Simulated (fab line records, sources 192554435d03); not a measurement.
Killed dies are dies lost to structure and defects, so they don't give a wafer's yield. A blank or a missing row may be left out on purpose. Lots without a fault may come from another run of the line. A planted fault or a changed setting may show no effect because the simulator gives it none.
Split-lot experiment | flow n5_finfet | 7 lots, 21 wafers read, on a route of 1938 steps

THE SPLIT
At N5_BEOL_M4_DESCUM_33 (chemistry O2, time 7 s), the setting time_s was moved away from the recipe's 7 s on 8 of the 21 wafers read, by -11.8% to +19.0%. The other wafers ran this setting at the recipe's value.

FROM THE SPLIT TO THE READING: what the file shows between them, 3 steps
- N5_BEOL_M4_ETCH_77: etches underlayer in N2/H2, target depth 6.5 nm, time 5.2 s
- N5_BEOL_M4_ETCH_69: etches SiARC in CF4, target depth 15.6 nm, time 26 s
- N5_BEOL_M4_ALD_98: deposits SiO2, target thk 2.5 nm, pulse time 1 s, co reactant pulse time 1 s

THE READING
CAR-EUV_of_BEOL_M4_COAT_22.thk_nm (the simulator's own value, which no gauge read), in nm, at N5_BEOL_M4_ETCHBACK_99 (etches SiO2 in CHF3, target depth 5 nm, time 10.4 s). The file gives no usual value for it. The 13 wafers here that ran the recipe average 10.4 nm, standard deviation 0.11 nm.

wafer  | tool, chamber at the split | time_s as run, s | against the recipe | CAR-EUV_of_BEOL_M4_COAT_22.thk_nm, nm | against lot-mates on the recipe
L074.2 | rie_diel-04, 3,1           | 7                | recipe             | 10.4                                  | -
L074.3 | rie_diel-04, 2             | 8.331            | +19.0%             | 9.6                                   | -0.7
L074.4 | rie_diel-04, 3,1           | 7                | recipe             | 10.2                                  | -
L078.2 | rie_diel-01, 2,0           | 8.317            | +18.8%             | 10                                    | -0.6
L078.5 | rie_diel-01, 2,0           | 8.317            | +18.8%             | 10                                    | -0.6
L078.3 | rie_diel-01, 0             | 7                | recipe             | 10.6                                  | -
L081.1 | rie_diel-01, 3             | 6.309            | -9.9%              | 10.8                                  | +0.4
L081.3 | rie_diel-01, 0             | 6.309            | -9.9%              | 11                                    | +0.6
L081.4 | rie_diel-01, 1             | 7                | recipe             | 10.4                                  | -
L084.1 | rie_diel-04, 2,3           | 6.174            | -11.8%             | 10.8                                  | +0.4
L084.2 | rie_diel-04, 2,3           | 6.174            | -11.8%             | 10.8                                  | +0.4
L084.6 | rie_diel-04, 3             | 7                | recipe             | 10.4                                  | -
L089.2 | rie_diel-02, 0,1           | 7                | recipe             | 10.4                                  | -
L089.6 | rie_diel-02, 0,1           | 7                | recipe             | 10.4                                  | -
L089.4 | rie_diel-02, 0             | 7                | recipe             | 10.2                                  | -
L091.2 | rie_diel-02, 1             | 7                | recipe             | 10.4                                  | -
L091.5 | rie_diel-02, 1             | 7                | recipe             | 10.4                                  | -
L091.3 | rie_diel-02, 3             | 7.963            | +13.8%             | 9.8                                   | -0.6
L097.1 | rie_diel-01, 0             | 7                | recipe             | 10.6                                  | -
L097.4 | rie_diel-01, 1,2           | 7                | recipe             | 10.4                                  | -
L097.5 | rie_diel-01, 1,2           | 7                | recipe             | 10.4                                  | -
Where a row lists several chambers, the file gives one row for several wafers and doesn't say which wafer went through which chamber.

THE FIT
A straight line over all 21 wafers: CAR-EUV_of_BEOL_M4_COAT_22.thk_nm changes by -0.0338 nm for each +1% of time_s; r = -0.91; the points scatter about the line by 0.14 nm.
The same after taking each lot's own level away (the mean of its wafers on the recipe; 21 wafers): -0.0369 nm for each +1%; r = -0.97; scatter 0.09 nm.
On that fit, the largest move of time_s shifts the reading by 0.7 nm.
The lots' own levels span 10.30 to 10.60 nm, that is 2.7 times the standard deviation above.
So the lot-to-lot level changes the slope little: the two slopes agree.
Check: with one of the wafers moved furthest among these (+19.0%) left out of the fit, the line predicts -0.683 nm for it against its lot-mates. It came out at -0.7 nm against them.

OTHER SPLITS ON THESE WAFERS
These wafers also went through other splits before the reading. Each is held against what the fit with the lots' levels taken away leaves over:
other split on the same wafers | wafers away from the commonest value | r with CAR-EUV_of_BEOL_M4_COAT_22.thk_nm (lot level and that fit taken away)
N5_BEOL_M3_PECVD_72 temp_c     | 8                                    | +0.16
N5_BEOL_M3_EXPOSE_08 dose_mj   | 7                                    | -0.04
N5_BEOL_M4_COAT_62 spin_rpm    | 6                                    | +0.17

THE WHOLE CHAIN: every reading that the file lists as answering this split, in the file's order
step                   | what it does                                                | reading                                                                            | change (the file's fit)                | r (the file's)
N5_BEOL_M4_DESCUM_33   | chemistry O2, time 7 s                                      | CAR-EUV_of_BEOL_M4_COAT_22.thk_nm (the simulator's own value, which no gauge read) | -0.0381 nm for each +1% of the setting | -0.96
N5_BEOL_M4_ETCH_77     | etches underlayer in N2/H2, target depth 6.5 nm, time 5.2 s | CAR-EUV_of_BEOL_M4_COAT_22.thk_nm (the simulator's own value, which no gauge read) | -0.0388 nm for each +1% of the setting | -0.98
N5_BEOL_M4_ETCH_69     | etches SiARC in CF4, target depth 15.6 nm, time 26 s        | CAR-EUV_of_BEOL_M4_COAT_22.thk_nm (the simulator's own value, which no gauge read) | -0.0397 nm for each +1% of the setting | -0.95
N5_BEOL_M4_ETCHBACK_99 | etches SiO2 in CHF3, target depth 5 nm, time 10.4 s         | CAR-EUV_of_BEOL_M4_COAT_22.thk_nm (the simulator's own value, which no gauge read) | -0.0372 nm for each +1% of the setting | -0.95

THE FILE'S OWN FIT
CAR-EUV_of_BEOL_M4_COAT_22.thk_nm changes by -0.0372 nm for each +1% of time_s, r = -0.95.
